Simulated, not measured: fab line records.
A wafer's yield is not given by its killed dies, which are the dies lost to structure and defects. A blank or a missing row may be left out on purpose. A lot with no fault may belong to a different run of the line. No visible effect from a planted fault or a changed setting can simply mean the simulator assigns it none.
A lot that was struck, set against a sound lot + flow nand-harc + 15 out of 1159 route steps
Sound: the wafers L956.1, L956.3, L956.4. Struck: wafer L964.1. (L964.3, L964.4 of the same lot were not struck and are left out.) The cause comes at the end.
Order at every step that has rows: each side's tool, ch and its chambers, its first start. Under that, the readings that differ: sound wafers + struck wafers + difference of the means + sigmas: that difference in standard deviations of wafers without a fault.
alike: readings with means less than 2 such deviations apart, plus words and numbers identical on both sides. not compared: withheld readings, readings lacking a value on some wafer, bounds such as >300 that could conceal the same value, and numbers that have no deviation in the record and whose values overlap.
Wherever a step has rows on one side only, a row that says differs or no value, or a row with sigmas, the two part there. Numbers that have no deviation but don't overlap get no sigmas and don't part them. A reading missing from all wafers of one side parts the sides only when that side holds two or more wafers.

first, 3 steps without rows for these wafers: NHARC_THIN_TSV_EXPOSE_09 (exposes mask TSV); NHARC_THIN_TSV_PEB_10 (peb time 85 s); NHARC_THIN_TSV_DEVELOP_11 (time 70 s).
NHARC_THIN_TSV_CD_MEAS_12 targets a cd of 1000 nm.
  sound on cd-sem-02 ch 0, day 19 07:47; struck on cd-sem-03 ch 0, day 21 21:20
  alike: cd-nm
then, 2 steps without rows for these wafers: NHARC_THIN_TSV_HARDBAKE_13 (time 80 s); NHARC_THIN_TSV_DESCUM_14 (chemistry O2, time 3 s).
NHARC_THIN_TSV_ETCH_44: etches the open film in CF4/O2, target depth 1594.2 nm, time 797.1 s.
  sound on rie-diel-04 ch 1,3, day 19 08:04; struck on rie-diel-04 ch 2, day 21 21:35
  alike: drypump-motor-current-A, oes-product-au, rf-vpp-V, showerhead-plenum-p-Torr, throttle-valve-pct
  not compared: rf-hours-counter-h
NHARC_THIN_TSV_ETCH_15: target depth 3000 nm, bosch target overetch cycles 2, bosch etch step 2.8 s.
  sound on rie-si-05 ch 1,2,3, day 19 08:44; struck on rie-si-06 ch 2, day 21 22:09
| reading                | sound       | struck | difference | sigmas |
|------------------------|-------------|--------|------------|--------|
| rf-hours-counter-h (h) | 0.2 0.2 0.2 | 1.3    | +1.1       |        |
  alike: drypump-motor-current-A
NHARC_THIN_TSV_CD_MEAS_16:
  struck on cd-sem-02, day 21 22:17; sound on cd-sem-03, day 19 08:53
  alike: cd-nm
NHARC_THIN_TSV_STRIP_45: strips in O2.
  sound on plasma-asher-02 ch 0,1, day 19 09:01; struck on plasma-asher-01 ch 0, day 21 22:22
  alike: drypump-motor-current-A, heater-power-w
  not compared: rf-hours-counter-h
then, 1 step without rows for these wafers: NHARC_THIN_TSV_STRIP_46 (strips in post etch residue remover, time 1200 s).
NHARC_THIN_TSV_DEP_47: deposits SiO2, target thk 200 nm.
  sound on pecvd-03 ch 0,1,2, day 19 09:46; struck on pecvd-01 ch 0, day 21 23:21
  alike: mfc-precursor-sccm, showerhead-vpp-V, throttle-valve-pct
NHARC_THIN_TSV_ETCHBACK_48: etches the open film in C4F8/Ar, target depth 1028.5 nm, time 405.17 s.
  sound on rie-diel-04 ch 1,2, day 19 10:13; struck on rie-diel-09 ch 0, day 21 23:43
| reading               | sound             | struck  | difference | sigmas |
|-----------------------|-------------------|---------|------------|--------|
| oes-product-au (a.u.) | 0.909 0.929 0.933 | 0.985   | +0.061     | +2     |
| over-etch-frac        | 0.3 0.3 0.3       | 0.26939 | -0.03061   |        |
  alike: rf-vpp-V
  not compared: rf-hours-counter-h
NHARC_THIN_TSV_STRIP_62: strips in N2/H2, time 20 s.
  sound on plasma-asher-02 ch 0,1, day 19 10:37; struck on plasma-asher-01 ch 1, day 22 00:04
  alike: drypump-motor-current-A, heater-power-w
  not compared: rf-hours-counter-h
next, for these wafers, 1 step has no rows: NHARC_END_SORT_01.

## WHERE THEY PART
Only at NHARC_THIN_TSV_ETCHBACK_48, as far as this record shows. Later steps at which nothing parts them and some readings are alike: NHARC_THIN_TSV_STRIP_62.

WHY: what the simulator had put in
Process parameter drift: rie-diel-09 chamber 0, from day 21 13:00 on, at NHARC_THIN_TSV_ETCHBACK_48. Setting over-etch-frac, moved by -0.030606, from 0.3. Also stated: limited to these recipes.
